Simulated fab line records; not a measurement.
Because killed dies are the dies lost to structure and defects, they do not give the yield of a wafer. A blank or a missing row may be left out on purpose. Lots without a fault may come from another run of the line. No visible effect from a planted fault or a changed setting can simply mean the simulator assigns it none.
Split-lot study || flow n5Finfet || route with 1938 steps; 7 lots, 21 wafers read

== THE SPLIT ==
At N5_FIN_SAQP_FIN_ETCH_36 (etches the open film in HBr/Cl2/O2, target depth 120 nm, time 50.4 s), the setting icpW was moved away from the recipe's 800 W on 11 of the 21 wafers read, by -15.0% to +13.9%. The other wafers ran this setting at the recipe's value.

== FROM THE SPLIT TO THE READING: what the file shows between them, 3 steps ==
- N5_FIN_SAQP_PRECLEAN_38: cleans in O3/DIW, time 45 s
- N5_FIN_SAQP_PRECLEAN_45: cleans in dHF, time 10 s
- N5_FIN_SAQP_SRD_39: time 30 s

== THE READING ==
trenchDepthNm, in nm, at N5_FIN_SAQP_OCD_MEAS_76. A value of 120.7 nm with a standard deviation of 1.4 nm is what fault-free wafers of this fab line usually give.

{"wafer": "L074.1", "tool, chamber at the split": "rieSi-01, 3", "icpW as run, W": 680.1, "against the recipe": "-15.0%", "trenchDepthNm, nm": 113.2, "against lot-mates on the recipe": "no lot-mate on the recipe"}
{"wafer": "L074.4", "tool, chamber at the split": "rieSi-01, 0", "icpW as run, W": 680.1, "against the recipe": "-15.0%", "trenchDepthNm, nm": 111.6, "against lot-mates on the recipe": "no lot-mate on the recipe"}
{"wafer": "L074.6", "tool, chamber at the split": "rieSi-01, 0", "icpW as run, W": 680.1, "against the recipe": "-15.0%", "trenchDepthNm, nm": 112.7, "against lot-mates on the recipe": "no lot-mate on the recipe"}
{"wafer": "L078.1", "tool, chamber at the split": "rieSi-01, 3", "icpW as run, W": 800, "against the recipe": "recipe", "trenchDepthNm, nm": 120.8, "against lot-mates on the recipe": "-"}
{"wafer": "L078.2", "tool, chamber at the split": "rieSi-01, 0", "icpW as run, W": 800, "against the recipe": "recipe", "trenchDepthNm, nm": 122.6, "against lot-mates on the recipe": "-"}
{"wafer": "L078.5", "tool, chamber at the split": "rieSi-01, 2", "icpW as run, W": 800, "against the recipe": "recipe", "trenchDepthNm, nm": 122.6, "against lot-mates on the recipe": "-"}
{"wafer": "L081.1", "tool, chamber at the split": "rieSi-06, 3", "icpW as run, W": 800, "against the recipe": "recipe", "trenchDepthNm, nm": 120.4, "against lot-mates on the recipe": "-"}
{"wafer": "L081.4", "tool, chamber at the split": "rieSi-06, 0", "icpW as run, W": 709, "against the recipe": "-11.4%", "trenchDepthNm, nm": 113.3, "against lot-mates on the recipe": -7.1}
{"wafer": "L081.6", "tool, chamber at the split": "rieSi-06, 3", "icpW as run, W": 709, "against the recipe": "-11.4%", "trenchDepthNm, nm": 113.4, "against lot-mates on the recipe": -7.0}
{"wafer": "L083.1", "tool, chamber at the split": "rieSi-01, 0", "icpW as run, W": 800, "against the recipe": "recipe", "trenchDepthNm, nm": 121.7, "against lot-mates on the recipe": "-"}
{"wafer": "L083.2", "tool, chamber at the split": "rieSi-01, 3", "icpW as run, W": 703.6, "against the recipe": "-12.0%", "trenchDepthNm, nm": 115.0, "against lot-mates on the recipe": -6.2}
{"wafer": "L083.4", "tool, chamber at the split": "rieSi-01, 1", "icpW as run, W": 800, "against the recipe": "recipe", "trenchDepthNm, nm": 120.7, "against lot-mates on the recipe": "-"}
{"wafer": "L084.2", "tool, chamber at the split": "rieSi-01, 0", "icpW as run, W": 800, "against the recipe": "recipe", "trenchDepthNm, nm": 121.0, "against lot-mates on the recipe": "-"}
{"wafer": "L084.3", "tool, chamber at the split": "rieSi-01, 3", "icpW as run, W": 800, "against the recipe": "recipe", "trenchDepthNm, nm": 120.7, "against lot-mates on the recipe": "-"}
{"wafer": "L084.6", "tool, chamber at the split": "rieSi-01, 0", "icpW as run, W": 800, "against the recipe": "recipe", "trenchDepthNm, nm": 121.1, "against lot-mates on the recipe": "-"}
{"wafer": "L093.3", "tool, chamber at the split": "rieSi-06, 1", "icpW as run, W": 748, "against the recipe": "-6.5%", "trenchDepthNm, nm": 117.2, "against lot-mates on the recipe": "no lot-mate on the recipe"}
{"wafer": "L093.4", "tool, chamber at the split": "rieSi-06, 3", "icpW as run, W": 748, "against the recipe": "-6.5%", "trenchDepthNm, nm": 117.6, "against lot-mates on the recipe": "no lot-mate on the recipe"}
{"wafer": "L093.6", "tool, chamber at the split": "rieSi-06, 0", "icpW as run, W": 748, "against the recipe": "-6.5%", "trenchDepthNm, nm": 117.1, "against lot-mates on the recipe": "no lot-mate on the recipe"}
{"wafer": "L094.1", "tool, chamber at the split": "rieSi-06, 3,0", "icpW as run, W": 911.6, "against the recipe": "+13.9%", "trenchDepthNm, nm": 127.4, "against lot-mates on the recipe": "+8.0"}
{"wafer": "L094.5", "tool, chamber at the split": "rieSi-06, 3,0", "icpW as run, W": 911.6, "against the recipe": "+13.9%", "trenchDepthNm, nm": 127.6, "against lot-mates on the recipe": "+8.2"}
{"wafer": "L094.6", "tool, chamber at the split": "rieSi-06, 1", "icpW as run, W": 800, "against the recipe": "recipe", "trenchDepthNm, nm": 119.4, "against lot-mates on the recipe": "-"}
When a row names more than one chamber, that row covers several wafers, and the file does not tell which wafer ran in which chamber.

THE FIT
A straight line over all 21 wafers: trenchDepthNm changes by +0.542 nm for each +1% of icpW; r = +0.98; the points scatter about the line by 0.93 nm.
The same after taking each lot's own level away (the mean of its wafers on the recipe; 15 wafers): +0.581 nm for each +1%; r = +0.99; scatter 0.54 nm.
That fit puts the effect of the largest move of icpW on the reading at 8.7 nm.
The span of the lots' own levels, 119.40 to 122.00 nm, comes to 1.9 times the standard deviation stated above.
The two slopes are in agreement: the lot-to-lot level therefore moves the slope only a little.
Check: +8.15 nm against its lot-mates is what the line predicts for one of the wafers moved furthest among these (+13.9%) when that wafer is left out of the fit. Against them it came out at +8 nm.

== FURTHER SPLITS ON THESE WAFERS ==
Note: prior to the reading, these wafers also went through further splits. Each is held against what the fit with the lots' levels taken away leaves over:
{"other split on the same wafers": "N5_ZERO_LAYER_EXPOSE_08 doseMj", "wafers away from the commonest value": 8, "r with trenchDepthNm (lot level and that fit taken away)": "+0.24"}
{"other split on the same wafers": "N5_WELL_APT_COAT_02 spinRpm", "wafers away from the commonest value": 5, "r with trenchDepthNm (lot level and that fit taken away)": -0.02}
{"other split on the same wafers": "N5_WELL_APT_COAT_19 spinRpm", "wafers away from the commonest value": 4, "r with trenchDepthNm (lot level and that fit taken away)": "+0.02"}

== THE WHOLE CHAIN: every reading that the file lists as answering this split, in the file's order ==
{"step": "N5_FIN_SAQP_FIN_ETCH_36", "what it does": "etches the open film in HBr/Cl2/O2, target depth 120 nm, time 50.4 s", "reading": "FIN_SAQP.featureDepthNm (the simulator's own value, which no gauge read)", "change (the file's fit)": "+0.54 nm for each +1% of the setting", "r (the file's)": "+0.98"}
{"step": "N5_FIN_SAQP_FIN_ETCH_36", "what it does": "etches the open film in HBr/Cl2/O2, target depth 120 nm, time 50.4 s", "reading": "etch.depthNm (the simulator's own value, which no gauge read)", "change (the file's fit)": "+0.544 nm for each +1% of the setting", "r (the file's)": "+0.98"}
{"step": "N5_FIN_SAQP_OCD_MEAS_76", "what it does": "", "reading": "trenchDepthNm", "change (the file's fit)": "+0.569 nm for each +1% of the setting", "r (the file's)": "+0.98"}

== FILE'S OWN FIT ==
trenchDepthNm changes by +0.569 nm for each +1% of icpW, r = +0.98.
